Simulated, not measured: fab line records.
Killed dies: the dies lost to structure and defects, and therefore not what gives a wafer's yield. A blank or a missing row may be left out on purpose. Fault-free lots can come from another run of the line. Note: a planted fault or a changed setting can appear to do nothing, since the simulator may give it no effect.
Which tool was responsible? | flow n5-finfet | 24 wafers from 8 lots sampled at 9 of the route's 1938 steps

## WHAT EACH GAUGE READ, for each wafer
N5_PMOS_HMC_CHANNEL_EPI_INSPECT_30: inspects for defects (darkfield). Usual: raw-defect-count at 19, with a standard deviation of 7.1.
lot  | measured    | on                | raw-defect-count | flag
L229 | day 4 02:37 | defect-inspect-01 | 874 897 891      | OFF
L230 | day 4 08:22 | defect-inspect-02 | 853 826 920      | OFF
L232 | day 4 20:38 | defect-inspect-01 | 9 11 14          |
L233 | day 5 03:16 | defect-inspect-02 | 15 31 27         |
L237 | day 6 03:35 | defect-inspect-01 | 32 11 26         |
L238 | day 6 08:36 | defect-inspect-01 | 36 22 23         |
L241 | day 7 02:42 | defect-inspect-02 | 19 12 14         |
L242 | day 7 08:58 | defect-inspect-01 | 11 13 15         |

N5_FIN_SAQP_INSPECT_18: inspects for defects (brightfield). Usual: raw-defect-count at 471, with a standard deviation of 120.
lot  | measured    | on                | raw-defect-count | flag
L229 | day 4 03:55 | defect-inspect-01 | 1310 1252 1357   | OFF
L230 | day 4 09:50 | defect-inspect-02 | 1330 1284 1321   | OFF
L232 | day 4 23:23 | defect-inspect-01 | 459 402 406      |
L233 | day 5 04:38 | defect-inspect-01 | 504 599 571      |
L237 | day 6 05:11 | defect-inspect-01 | 372 467 458      |
L238 | day 6 09:56 | defect-inspect-01 | 406 348 446      |
L241 | day 7 04:05 | defect-inspect-02 | 415 492 410      |
L242 | day 7 10:29 | defect-inspect-02 | 343 412 434      |

N5_FIN_SAQP_INSPECT_40: inspects for defects (brightfield). Usual: raw-defect-count at 247, with a standard deviation of 67.
lot  | measured    | on                | raw-defect-count | flag
L229 | day 4 08:21 | defect-inspect-01 | 1071 1027 1115   | OFF
L230 | day 4 14:01 | defect-inspect-01 | 1042 1044 1076   | OFF
L232 | day 5 05:29 | defect-inspect-02 | 225 195 242      |
L233 | day 5 09:23 | defect-inspect-02 | 386 353 423      |
L237 | day 6 09:52 | defect-inspect-01 | 124 153 170      |
L238 | day 6 14:25 | defect-inspect-02 | 165 165 236      |
L241 | day 7 08:48 | defect-inspect-01 | 292 191 280      |
L242 | day 7 15:47 | defect-inspect-01 | 155 253 294      |

N5_FIN_CUT_INSPECT_10: inspects for defects (brightfield). Usual: raw-defect-count at 45, with a standard deviation of 12.
lot  | measured    | on                | raw-defect-count | flag
L229 | day 4 08:52 | defect-inspect-01 | 887 906 899      | OFF
L230 | day 4 14:32 | defect-inspect-01 | 862 848 945      | OFF
L232 | day 5 06:01 | defect-inspect-01 | 34 42 41         |
L233 | day 5 09:47 | defect-inspect-01 | 71 59 70         |
L237 | day 6 10:16 | defect-inspect-01 | 27 53 34         |
L238 | day 6 14:50 | defect-inspect-02 | 40 32 46         |
L241 | day 7 09:11 | defect-inspect-01 | 69 52 55         |
L242 | day 7 16:11 | defect-inspect-01 | 33 57 51         |

N5_BEOL_M4_RC_MEAS_101. Usual: DIBL_N 36.6 mV/V, standard deviation 1.9; DIBL_P 36.7 mV/V, standard deviation 2.2; IOFF_N 0.16 nA/um, standard deviation 0.035; IOFF_P 0.22 nA/um, standard deviation 0.038; ION_N 672 uA/um, standard deviation 14; ION_P 462 uA/um, standard deviation 8.3; SS_N 71.6 mV/dec, standard deviation 0.65; SS_P 73.5 mV/dec, standard deviation 0.72; VT_N 250 mV, standard deviation 3.5; VT_P -250 mV, standard deviation 3.1.
lot  | measured     | on        | DIBL_N (mV/V)  | DIBL_P (mV/V)  | IOFF_N (nA/um) | IOFF_P (nA/um) | ION_N (uA/um) | ION_P (uA/um) | SS_N (mV/dec)  | SS_P (mV/dec)  | VT_N (mV)   | VT_P (mV)      | flag
L229 | day 11 09:17 | prober-02 | 36.3 37.3 36.5 | 36.6 38.0 37.6 | 0.15 0.16 0.16 | 0.21 0.23 0.22 | 678 659 681   | 468 459 463   | 71.1 71.4 71.4 | 73.3 74.0 73.7 | 252 250 247 | -252 -248 -250 |
L230 | day 11 17:17 | prober-02 | 34.1 33.8 33.7 | 33.4 32.8 32.6 | 0.13 0.12 0.12 | 0.17 0.16 0.16 | 650 656 642   | 448 454 439   | 71.7 71.4 71.3 | 72.8 72.9 72.9 | 254 256 258 | -253 -253 -251 |
L232 | day 11 17:41 | prober-01 | 39.4 37.4 37.5 | 38.3 34.6 36.3 | 0.19 0.15 0.16 | 0.29 0.22 0.26 | 660 660 674   | 458 462 468   | 72.1 71.8 72.5 | 74.2 73.2 73.5 | 249 252 251 | -245 -248 -248 |
L233 | day 12 08:23 | prober-01 | 35.5 33.3 35.3 | 35.2 32.9 34.6 | 0.13 0.11 0.14 | 0.18 0.16 0.18 | 650 656 665   | 451 459 452   | 71.8 70.9 71.5 | 73.1 72.7 73.1 | 252 254 253 | -251 -254 -251 |
L237 | day 13 05:08 | prober-02 | 36.2 36.8 35.7 | 37.9 38.9 37.4 | 0.19 0.19 0.18 | 0.24 0.25 0.23 | 674 671 679   | 467 464 465   | 71.5 71.4 72.3 | 74.5 73.9 73.9 | 246 248 247 | -247 -248 -247 |
L238 | day 13 13:35 | prober-02 | 38.5 39.1 37.1 | 37.6 38.6 36.5 | 0.19 0.21 0.17 | 0.21 0.23 0.20 | 674 693 686   | 453 471 466   | 72.4 72.5 71.5 | 74.1 74.6 73.9 | 246 247 246 | -251 -252 -253 |
L241 | day 14 14:19 | prober-02 | 38.1 35.2 35.7 | 37.1 34.2 34.4 | 0.19 0.14 0.14 | 0.25 0.19 0.21 | 669 680 678   | 458 466 474   | 71.4 71.2 71.6 | 73.8 72.6 73.6 | 249 251 249 | -248 -250 -248 |
L242 | day 14 07:49 | prober-02 | 38.0 39.0 37.8 | 37.2 39.1 36.6 | 0.19 0.23 0.18 | 0.26 0.31 0.25 | 699 682 674   | 472 467 463   | 71.8 71.8 72.4 | 73.5 74.1 73.6 | 249 245 248 | -244 -244 -245 |

## TOOL THAT RAN EACH LOT (tool first, then ch and the chambers of the sampled wafers, then the start)
lot  | N5_PMOS_HMC_CHANNEL_EPI_PRECLEAN_24 | N5_FIN_SAQP_HM_DEP_72          | N5_FIN_SAQP_ETCH_52               | N5_FIN_SAQP_MANDREL_ETCH_22
L229 | wet-bench-03 ch 1,2,6, day 4 01:58  | pecvd-04 ch 0,2, day 4 03:30   | rie-diel-05 ch 0,2,3, day 4 04:06 | rie-si-02 ch 0,1,3, day 4 04:17
L230 | wet-bench-03 ch 5,6,7, day 4 07:56  | pecvd-03 ch 0,1,2, day 4 09:19 | rie-diel-04 ch 1,2,3, day 4 09:58 | rie-si-02 ch 0,1,2, day 4 10:10
L232 | wet-bench-04 ch 1,2,3, day 4 19:48  | pecvd-03 ch 1,2, day 4 22:53   | rie-diel-02 ch 0,1, day 4 23:43   | rie-si-06 ch 0,1, day 4 23:55
L233 | wet-bench-04 ch 2,3,5, day 5 02:50  | pecvd-03 ch 0,1,2, day 5 04:17 | rie-diel-02 ch 1,2,3, day 5 05:03 | rie-si-06 ch 0,1,3, day 5 05:17
L237 | wet-bench-04 ch 0,5,7, day 6 03:10  | pecvd-03 ch 1,2, day 6 04:41   | rie-diel-04 ch 1,2,3, day 6 05:19 | rie-si-06 ch 0,1,2, day 6 05:31
L238 | wet-bench-01 ch 2,5,6, day 6 08:10  | pecvd-03 ch 0,1,2, day 6 09:34 | rie-diel-05 ch 0,1, day 6 10:04   | rie-si-05 ch 0,1,2, day 6 10:16
L241 | wet-bench-04 ch 0,1,3, day 7 02:01  | pecvd-01 ch 0,1, day 7 03:34   | rie-diel-04 ch 2,3, day 7 04:13   | rie-si-05 ch 0,2, day 7 04:25
L242 | wet-bench-04 ch 0,4,7, day 7 08:32  | pecvd-04 ch 0,1,2, day 7 09:58 | rie-diel-04 ch 1,2, day 7 10:56   | rie-si-06 ch 0,1,3, day 7 11:07
- N5_PMOS_HMC_CHANNEL_EPI_PRECLEAN_24: cleans in DHF, time 30 s.
- N5_FIN_SAQP_HM_DEP_72: deposits SiO2 from SiH4/N2O, target thk 12 nm, time 7.2 s.
- N5_FIN_SAQP_ETCH_52: etches SOC in N2/H2, target depth 100 nm, overetch 20 nm, time 150 s.
- N5_FIN_SAQP_MANDREL_ETCH_22: etches a-Si in HBr/Cl2, stops on SiNx, target depth 60 nm, bt time 10 s, time 30 s.

## AS READ BY THE TOOLS THEMSELVES (means over the sampled wafers that have a number; for cases with no such wafer, the mark the record gives instead)
N5_FIN_SAQP_HM_DEP_72. Usual: heater-power-w 737 W, standard deviation 83; rf-fwd-power-W 272.4 W, standard deviation 0.96; showerhead-plenum-p-Torr 8.19 Torr, standard deviation 0.1.
lot  | tool     | heater-power-w (W) | rf-fwd-power-W (W) | showerhead-plenum-p-Torr (Torr) | flag
L229 | pecvd-04 | 682                | 272.0              | 8.12                            |
L230 | pecvd-03 | 702                | 272.4              | 8.13                            |
L232 | pecvd-03 | 774                | 271.7              | 8.14                            |
L233 | pecvd-03 | 707                | 272.6              | 8.14                            |
L237 | pecvd-03 | 757                | 272.1              | 8.14                            |
L238 | pecvd-03 | 754                | 271.9              | 8.14                            |
L241 | pecvd-01 | 860                | 273.3              | 8.24                            |
L242 | pecvd-04 | 687                | 272.1              | 8.18                            |

N5_FIN_SAQP_ETCH_52. Usual: drypump-motor-current-A 5.8 A, standard deviation 0.41; h2-flow-sccm 199.9 sccm, standard deviation 0.61; oes-product-au 0.67 a.u., standard deviation 0.039; rf-fwd-power-W 837.0 W, standard deviation 2.8; rf-vpp-V 523.9 V, standard deviation 2.5; showerhead-plenum-p-Torr 2.55 Torr, standard deviation 0.1; throttle-valve-pct 17.93 %, standard deviation 0.27.
lot  | tool        | drypump-motor-current-A (A) | h2-flow-sccm (sccm) | oes-product-au (a.u.) | rf-fwd-power-W (W) | rf-vpp-V (V) | showerhead-plenum-p-Torr (Torr) | throttle-valve-pct (%) | flag
L229 | rie-diel-05 | 5.7                         | 199.8               | 0.68                  | 838.6              | 524.4        | 2.58                            | 17.92                  |
L230 | rie-diel-04 | 5.7                         | 199.9               | 0.67                  | 836.9              | 524.5        | 2.58                            | 18.06                  |
L232 | rie-diel-02 | 5.8                         | 200.2               | 0.66                  | 837.3              | 523.8        | 2.57                            | 17.93                  |
L233 | rie-diel-02 | 5.7                         | 200.4               | 0.69                  | 836.6              | 524.9        | 2.63                            | 17.90                  |
L237 | rie-diel-04 | 5.7                         | 200.2               | 0.65                  | 837.0              | 524.8        | 2.58                            | 18.08                  |
L238 | rie-diel-05 | 5.9                         | 200.3               | 0.64                  | 840.9              | 522.8        | 2.49                            | 18.17                  |
L241 | rie-diel-04 | 5.9                         | 199.2               | 0.64                  | 838.1              | 523.9        | 2.57                            | 18.12                  |
L242 | rie-diel-04 | 5.6                         | 200.2               | 0.65                  | 836.7              | 523.8        | 2.57                            | 18.08                  |

N5_FIN_SAQP_MANDREL_ETCH_22. Usual: drypump-motor-current-A 5.5 A, standard deviation 0.41; he-backside-leak-sccm 2.7 sccm, standard deviation 0.37; oes-product-au 0.770 a.u., standard deviation 0.012; rf-fwd-power-W 795.4 W, standard deviation 2.9; throttle-valve-pct 35.42 %, standard deviation 0.25.
lot  | tool      | drypump-motor-current-A (A) | he-backside-leak-sccm (sccm) | oes-product-au (a.u.) | rf-fwd-power-W (W) | throttle-valve-pct (%) | flag
L229 | rie-si-02 | 5.7                         | 2.6                          | 0.767                 | 793.7              | 35.21                  |
L230 | rie-si-02 | 5.5                         | 2.5                          | 0.770                 | 794.6              | 35.30                  |
L232 | rie-si-06 | 5.5                         | 2.7                          | 0.766                 | 797.6              | 35.36                  |
L233 | rie-si-06 | 5.5                         | 2.5                          | 0.768                 | 797.3              | 35.40                  |
L237 | rie-si-06 | 5.3                         | 2.6                          | 0.775                 | 795.6              | 35.60                  |
L238 | rie-si-05 | 5.7                         | 2.8                          | 0.767                 | 793.4              | 35.29                  |
L241 | rie-si-05 | 5.7                         | 2.9                          | 0.767                 | 797.8              | 35.21                  |
L242 | rie-si-06 | 5.5                         | 3.2                          | 0.759                 | 796.7              | 35.30                  |

## THE ANSWER, worked out from the rows above alone
Rule: a lot is off if the mean of its wafers that have a number lies more than 3 standard deviations from the usual mean. Also off: a lot with no number at a reading for which 4 or more lots have one. Where the step has rows for the other lots, those lots are counted as sound. After the gauges, taken in route order, come the tools' own readings; for these a lot's mean is taken, as printed above. At the first step where some lot is off, the reading lying furthest off is the one used; lots without a number count as furthest.
Off: L229, L230, at N5_PMOS_HMC_CHANNEL_EPI_INSPECT_30 (raw-defect-count).
If a tool, at a process step before that reading, ran all the lots that are off and no sound lot after the first of them, it fits. The gauges at N5_PMOS_HMC_CHANNEL_EPI_INSPECT_30 are tried like those tools. One candidate fits, namely wet-bench-03 at N5_PMOS_HMC_CHANNEL_EPI_PRECLEAN_24. It ran no sound lot before its first lot that is off in this sample, so the start can't be narrowed down.

## WHAT THE SIMULATOR PUT IN
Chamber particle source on wet-bench-03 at N5_PMOS_HMC_CHANNEL_EPI_PRECLEAN_24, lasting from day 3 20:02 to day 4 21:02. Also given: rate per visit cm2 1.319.
Lots struck among those shown: L229, L230. Same finding as the rule above.
